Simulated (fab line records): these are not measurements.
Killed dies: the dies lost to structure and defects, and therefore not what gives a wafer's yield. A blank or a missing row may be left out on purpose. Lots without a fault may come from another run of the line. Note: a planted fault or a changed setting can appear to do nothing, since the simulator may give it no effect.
Matching of chambers ; flow n5 finfet ; N5_BEOL_M9_STRIP_19 on rie diel-03 has 4 sister chambers
The step strips in O2. 8 wafers are shown with their chamber, then 8 later ones without.

== WAFERS, EACH WITH ITS CHAMBER ==
wafer;chamber;showerhead plenum p Torr (Torr);throttle valve pct (%)
L076.6;2;2.02;16.72
L081.4;2;2.01;16.75
L087.3;0;2.09;16.91
L087.6;3;2.17;16.34
L088.1;3;2.17;16.34
L088.2;0;2.09;16.93
L088.4;1;2.03;16.51
L092.2;1;2.03;16.52

== WAFERS WHOSE CHAMBER IS MISSING ==
wafer;showerhead plenum p Torr (Torr);throttle valve pct (%)
L092.4;2.16;16.36
L092.6;2.03;16.55
L093.1;2.16;16.37
L093.5;2.16;16.33
L093.6;2.01;16.79
L095.1;2.00;16.80
L095.2;2.03;16.55
L095.4;2.16;16.38

== THE CHAMBER EACH PASSED THROUGH ==
wafer;from the rows above;in truth
L092.4;3;3
L092.6;1;1
L093.1;3;3
L093.5;3;3
L093.6;2;2
L095.1;2;2
L095.2;1;1
L095.4;3;3
8 of 8 placed correctly. Can't be placed from these rows: 0. Placed wrongly: 0.
How it was worked out, from the rows above alone: a wafer's distance from a chamber is the root of the sum, over the readings, of the square of ((its reading less the chamber's mean) divided by the reading's scatter). If the next closest chamber is less than 2 further off than the closest, the wafer can't be placed; otherwise it belongs to the closest. For every chamber, the mean is computed from those of its wafers that are shown. The scatter: the root of (the sum of the squares of (reading less its chamber's mean) over the shown wafers, divided by (wafers less chambers)).
